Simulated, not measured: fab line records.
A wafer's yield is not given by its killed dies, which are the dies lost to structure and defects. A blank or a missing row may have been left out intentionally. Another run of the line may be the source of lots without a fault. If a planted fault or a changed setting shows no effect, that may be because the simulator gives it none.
A lot that was struck, set against a sound lot ; flow n5Finfet ; 14 steps out of a route of 1938
Sound: these wafers, L276.1, L276.4, L276.6. The struck wafers were L265.1, L265.2, L265.3. At the end, the cause is stated.
Each step with rows lists, per side, the tool, then ch with its chambers, then its first start. Under that, the readings that differ: sound wafers ; struck wafers ; difference of the means ; sigmas: that difference in standard deviations of wafers without a fault.
alike: readings whose means differ by less than 2 such deviations, and words and numbers that are the same on both sides. not compared: withheld readings, readings that some wafer has no value for, bounds like >300 that may hide the same value, and numbers for which the record gives no deviation and whose values overlap.
Wherever a step has rows on one side only, a row that says differs or no value, or a row with sigmas, the two part there. When numbers do not overlap yet have no deviation, they are printed without sigmas and do not part them. Lack of a reading on every wafer of one side parts them only where that side has two or more wafers.

first, 9 steps without rows for these wafers: N5_MOL_CONTACT_COAG_DEVELOP_83 (develop time 30 s); N5_MOL_CONTACT_COAG_DESCUM_88 (chemistry O2, time 7 s); N5_MOL_CONTACT_COAG_ETCH_89 (etches underlayer in N2/H2, target depth 13 nm, time 10.4 s); N5_MOL_CONTACT_COAG_ETCH_90 (etches SiARC in CF4, target depth 13 nm, time 21.7 s); N5_MOL_CONTACT_COAG_ALD_131 (deposits SiO2, target thk 5 nm, pulse time 1 s, co reactant pulse time 1 s); N5_MOL_CONTACT_COAG_ETCHBACK_132 (etches SiO2 in CHF3, target depth 10 nm, time 6.7 s); N5_MOL_CONTACT_COAG_ETCH_91 (etches SOC in N2/H2, target depth 60 nm, overetch 21 nm, time 101.2 s); N5_MOL_CONTACT_COAG_STRIP_92 (strips in N2/H2); N5_MOL_CONTACT_COAG_STRIP_93 (strips in N2/H2).
N5_MOL_CONTACT_COAG_ETCHBACK_135: etches SiO2 in CHF3, target depth 25 nm, time 16.7 s.
  sound on rieDiel-04 ch 0,2,3, day 10 02:26; struck on rieDiel-02 ch 0,2,3, day 7 05:21
  no value came back on the struck wafers for any of 8 readings (CHF3_flow_sccm (sccm), biasW (W) and others); on the sound wafers CHF3_flow_sccm (sccm) reads 49.74 49.93 50.01
reading;sound;struck;difference;sigmas
model.SiARC_of_MOL_CONTACT_COAG_COAT_76.thkNm (nm);0 0 0;5.8 6 5.8;+5.9;
model.SOC_of_MOL_CONTACT_COAG_COAT_75.thkNm (nm);57.6 57.6 57.4;59.8 59.6 60;+2.3;
  not compared: rfHoursCounterH
then, 1 step without rows for these wafers: N5_MOL_CONTACT_COAG_STRIP_118 (strips in CHF3).
N5_MOL_CONTACT_COAG_VIA_ETCH_46: etches SiO2 in C4F6/O2, target depth 46 nm, overetch 9.2 nm, time 40 s.
  sound on rieDiel-04 ch 0,2,3, day 10 02:28; struck on rieDiel-02 ch 0,2,3, day 7 05:23
reading;sound;struck;difference;sigmas
model.SOC_of_MOL_CONTACT_COAG_COAT_75.thkNm (nm);51 50.8 50.8;53.2 53.2 53.2;+2.3;
  alike: O2_flow_sccm, drypumpMotorCurrentA, oesProductAu, rfFwdPowerW, rfVppV, showerheadPlenumPTorr, throttleValvePct
  not compared: rfHoursCounterH
then, 1 step without rows for these wafers: N5_MOL_CONTACT_COAG_STRIP_96 (strips in N2/H2).
-- here the record skips 2 days between the struck wafers' starts before and after, leaving off in module MOL_CONTACT_COAG and picking up in module BEOL_M4 (first step shown: number 1111 of the route) --
N5_BEOL_M4_RC_MEAS_101:
  sound on prober-01 ch 0, day 12 09:20; struck on prober-02 ch 0, day 9 14:12
reading;sound;struck;difference;sigmas
DIBL_P (mV/V);33.8 36.2 32.8;39.6 38.3 38.0;+4.4;+2
IOFF_N (nA/um);0.11 0.14 0.10;0.20 0.17 0.17;+0.06;+2
IOFF_P (nA/um);0.13 0.16 0.13;0.23 0.24 0.20;+0.08;+2
VT_P (mV);-261 -259 -258;-251 -249 -256;+7;+2
  alike: DIBL_N, ION_N, ION_P, SS_N, SS_P, VT_N

## WHERE THEY PART
At N5_MOL_CONTACT_COAG_ETCHBACK_135 first; at N5_BEOL_M4_RC_MEAS_101 last (within this record only).

WHY: what the simulator had put in
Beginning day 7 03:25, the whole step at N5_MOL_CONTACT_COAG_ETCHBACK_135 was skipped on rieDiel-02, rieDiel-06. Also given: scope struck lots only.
